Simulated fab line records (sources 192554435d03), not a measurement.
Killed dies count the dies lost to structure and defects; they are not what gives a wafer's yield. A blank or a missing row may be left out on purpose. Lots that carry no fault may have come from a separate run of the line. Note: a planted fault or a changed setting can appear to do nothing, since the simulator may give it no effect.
Which tool was responsible? || flow n5_finfet || Sampling: 9 lots, 26 wafers, 3 of 1938 route steps

== WHAT EACH GAUGE READ, for each wafer ==
N5_BEOL_M3_OCD_MEAS_38.
{"lot": "L298", "measured": "day 8 06:47", "on": "ocd-02", "trench_depth_nm (nm)": "54.7 54.5"}
{"lot": "L302", "measured": "day 8 16:34", "on": "ocd-02", "trench_depth_nm (nm)": "54.0 55.6 53.6"}
{"lot": "L303", "measured": "day 8 20:47", "on": "ocd-02", "trench_depth_nm (nm)": "56.6 53.3 55.9"}
{"lot": "L305", "measured": "day 10 20:22", "on": "ocd-01", "trench_depth_nm (nm)": "56.1 57.7 56.7"}
{"lot": "L310", "measured": "day 11 22:01", "on": "ocd-02", "trench_depth_nm (nm)": "53.1 54.6 55.1"}
{"lot": "L309", "measured": "day 12 03:11", "on": "ocd-01", "trench_depth_nm (nm)": "55.4 53.9 54.8"}
{"lot": "L311", "measured": "day 12 06:49", "on": "ocd-01", "trench_depth_nm (nm)": "55.7 55.6 56.2"}
{"lot": "L312", "measured": "day 12 06:52", "on": "ocd-02", "trench_depth_nm (nm)": "54.5 45.0 55.1"}
{"lot": "L315", "measured": "day 12 11:01", "on": "ocd-01", "trench_depth_nm (nm)": "56.2 55.6 55.7"}

== WHAT TOOL EACH LOT RAN ON (gives the tool, then ch and the chambers of the sampled wafers, and finally the start) ==
{"lot": "L298", "N5_BEOL_M3_TRENCH_ETCH_37": "rie_diel-02 ch 1, day 8 06:37", "N5_BEOL_M3_STRIP_97": "rie_diel-02 ch 1, day 8 06:47 or earlier"}
{"lot": "L302", "N5_BEOL_M3_TRENCH_ETCH_37": "rie_diel-06 ch 0,3, day 8 16:25", "N5_BEOL_M3_STRIP_97": "rie_diel-06 ch 0,3, day 8 16:34 or earlier"}
{"lot": "L303", "N5_BEOL_M3_TRENCH_ETCH_37": "rie_diel-05 ch 0,2,3, day 8 20:38", "N5_BEOL_M3_STRIP_97": "rie_diel-05 ch 0,2,3, day 8 20:47 or earlier"}
{"lot": "L305", "N5_BEOL_M3_TRENCH_ETCH_37": "rie_diel-05 ch 0,1,2, day 10 20:13", "N5_BEOL_M3_STRIP_97": "rie_diel-05 ch 0,1,2, day 10 20:22 or earlier"}
{"lot": "L310", "N5_BEOL_M3_TRENCH_ETCH_37": "rie_diel-06 ch 2,3, day 11 21:52", "N5_BEOL_M3_STRIP_97": "rie_diel-06 ch 2,3, day 11 22:01 or earlier"}
{"lot": "L309", "N5_BEOL_M3_TRENCH_ETCH_37": "rie_diel-02 ch 1,2, day 12 03:01", "N5_BEOL_M3_STRIP_97": "rie_diel-02 ch 1,2, day 12 03:11 or earlier"}
{"lot": "L311", "N5_BEOL_M3_TRENCH_ETCH_37": "rie_diel-05 ch 1,2,3, day 12 06:40", "N5_BEOL_M3_STRIP_97": "rie_diel-05 ch 1,2,3, day 12 06:49 or earlier"}
{"lot": "L312", "N5_BEOL_M3_TRENCH_ETCH_37": "rie_diel-06 ch 1,2, day 12 06:43", "N5_BEOL_M3_STRIP_97": "rie_diel-06 ch 1,2, day 12 06:52 or earlier"}
{"lot": "L315", "N5_BEOL_M3_TRENCH_ETCH_37": "rie_diel-05 ch 0,2, day 12 10:52", "N5_BEOL_M3_STRIP_97": "rie_diel-05 ch 0,2, day 12 11:01 or earlier"}
- N5_BEOL_M3_TRENCH_ETCH_37: etches SiOC in C4F6/O2, target depth 55.555 nm, time 29.2 s.
- N5_BEOL_M3_STRIP_97: strips in N2/H2, time 10 s.

== THE ANSWER, worked out from the rows above alone ==
Rule: usual is defined by the lots themselves. The widest of any qualifying gaps counts: lots, ordered by their means at a reading, are off when they make up no more than a third of the lots, leave a main group of 4 or more, and stand apart from it by 3 or more times the standard deviation of that group's means. A main group is skipped when, at the precision printed for the reading in the tables above, its means are all equal. A lot without any number at a reading at which 4 lots or more have one is off too. Any other lot the step has rows for is counted as sound.
Off: L312, at N5_BEOL_M3_OCD_MEAS_38 (trench_depth_nm). For the main group the mean is 55.2 nm and the standard deviation 0.84.
If a tool, at a process step before that reading, ran all the lots that are off and no sound lot after the first of them, it fits. Gauges at N5_BEOL_M3_OCD_MEAS_38: tried the same way as those tools. N5_BEOL_M3_STRIP_97 gives no start for some lots, so the hours and the order of its lots are those of N5_BEOL_M3_OCD_MEAS_38. This does not decide it: 2 tools fit, namely rie_diel-06 at N5_BEOL_M3_TRENCH_ETCH_37 and N5_BEOL_M3_STRIP_97 and ocd-02 at N5_BEOL_M3_OCD_MEAS_38.

== WHAT WAS PUT IN BY THE SIMULATOR ==
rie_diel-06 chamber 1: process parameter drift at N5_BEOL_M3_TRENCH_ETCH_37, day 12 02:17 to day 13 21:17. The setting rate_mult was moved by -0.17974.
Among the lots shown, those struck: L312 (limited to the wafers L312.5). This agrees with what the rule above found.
